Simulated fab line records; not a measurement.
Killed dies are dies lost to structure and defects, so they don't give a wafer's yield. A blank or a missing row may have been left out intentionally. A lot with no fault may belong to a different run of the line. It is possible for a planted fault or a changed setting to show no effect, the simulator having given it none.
Lot-split experiment -- flow n5 finfet -- 7 lots, 21 wafers read, on a route of 1938 steps

## ABOUT THE SPLIT
At N5_HKMG_FIN_ETCH_55 (etches SOC in N2/H2, target depth 240 nm, time 300 s), the setting time s was moved away from the recipe's 300 s on 4 of the 21 wafers read, by -16.0% to +10.6%. All remaining wafers had this setting at the recipe value.

The split's own step is where the reading is taken.

## THE READING
SiARC_of_HKMG_FIN_COAT_42.thk nm (the simulator's own value, which no gauge read), in nm, at N5_HKMG_FIN_ETCH_55 (etches SOC in N2/H2, target depth 240 nm, time 300 s). No usual value for it is given in the file. The 17 wafers here that ran the recipe average 21.2 nm, standard deviation 0.18 nm.

wafer,"tool, chamber at the split","time s as run, s",against the recipe,"SiARC_of_HKMG_FIN_COAT_42.thk nm, nm",against lot-mates on the recipe
L075.1,"rie diel-04, 3",300,recipe,21.2,-
L075.2,"rie diel-04, 1",300,recipe,21.2,-
L075.6,"rie diel-04, 2",331.7,+10.6%,20,-1.2
L076.1,"rie diel-04, 3",300,recipe,21,-
L076.3,"rie diel-04, 1",300,recipe,21.2,-
L076.5,"rie diel-04, 0",300,recipe,21.2,-
L080.2,"rie diel-04, 3",300,recipe,21,-
L080.3,"rie diel-04, 2",300,recipe,21.6,-
L080.4,"rie diel-04, 1",300,recipe,21.2,-
L083.3,"rie diel-05, 1",258.1,-14.0%,23,+2.2
L083.4,"rie diel-05, 2",300,recipe,20.8,-
L083.5,"rie diel-05, 2",300,recipe,20.8,-
L084.1,"rie diel-03, 0",300,recipe,21.2,-
L084.2,"rie diel-03, 1",300,recipe,21.2,-
L084.5,"rie diel-03, 0",300,recipe,21.2,-
L092.3,"rie diel-05, 2",300,recipe,21.2,-
L092.4,"rie diel-05, 3",300,recipe,21.2,-
L092.5,"rie diel-05, 1",300,recipe,21.4,-
L094.1,"rie diel-03, 1",252.1,-16.0%,23.4,+2.2
L094.4,"rie diel-03, 2",252.1,-16.0%,23.2,+2.0
L094.5,"rie diel-03, 1",300,recipe,21.2,-

FIT RESULTS
A straight line over all 21 wafers: SiARC_of_HKMG_FIN_COAT_42.thk nm changes by -0.129 nm for each +1% of time s; r = -0.98; the points scatter about the line by 0.18 nm.
The same after taking each lot's own level away (the mean of its wafers on the recipe; 21 wafers): -0.134 nm for each +1%; r = -0.99; scatter 0.15 nm.
That fit puts the effect of the largest move of time s on the reading at 2.1 nm.
The span of the lots' own levels, 20.80 to 21.27 nm, comes to 2.5 times the standard deviation stated above.
Hence the lot-to-lot level has little effect on the slope; both slopes agree.
Check: for one of the wafers moved furthest among these (-16.0%), held out of the fit, the line's prediction against its lot-mates is +2.15 nm. It came out at +2.2 nm against them.

## THESE WAFERS: OTHER SPLITS
Other splits were also applied to these wafers ahead of the reading. Each is held against what the fit with the lots' levels taken away leaves over:
other split on the same wafers,wafers away from the commonest value,r with SiARC_of_HKMG_FIN_COAT_42.thk nm (lot level and that fit taken away)
N5_SDB_COAT_05 spin rpm,7,+0.28

## THE WHOLE CHAIN: every reading that the file lists as answering this split, in the file's order
step,what it does,reading,change (the file's fit),r (the file's)
N5_HKMG_FIN_ETCH_55,"etches SOC in N2/H2, target depth 240 nm, time 300 s","etch.depth nm (the simulator's own value, which no gauge read)",+2.45 nm for each +1% of the setting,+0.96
N5_HKMG_FIN_ETCH_55,"etches SOC in N2/H2, target depth 240 nm, time 300 s","HKMG_FIN.feature depth nm (the simulator's own value, which no gauge read)",+2.45 nm for each +1% of the setting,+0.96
N5_HKMG_FIN_ETCH_55,"etches SOC in N2/H2, target depth 240 nm, time 300 s","SiARC_of_HKMG_FIN_COAT_42.thk nm (the simulator's own value, which no gauge read)",-0.137 nm for each +1% of the setting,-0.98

## FILE'S OWN FIT
SiARC_of_HKMG_FIN_COAT_42.thk nm changes by -0.137 nm for each +1% of time s, r = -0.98.
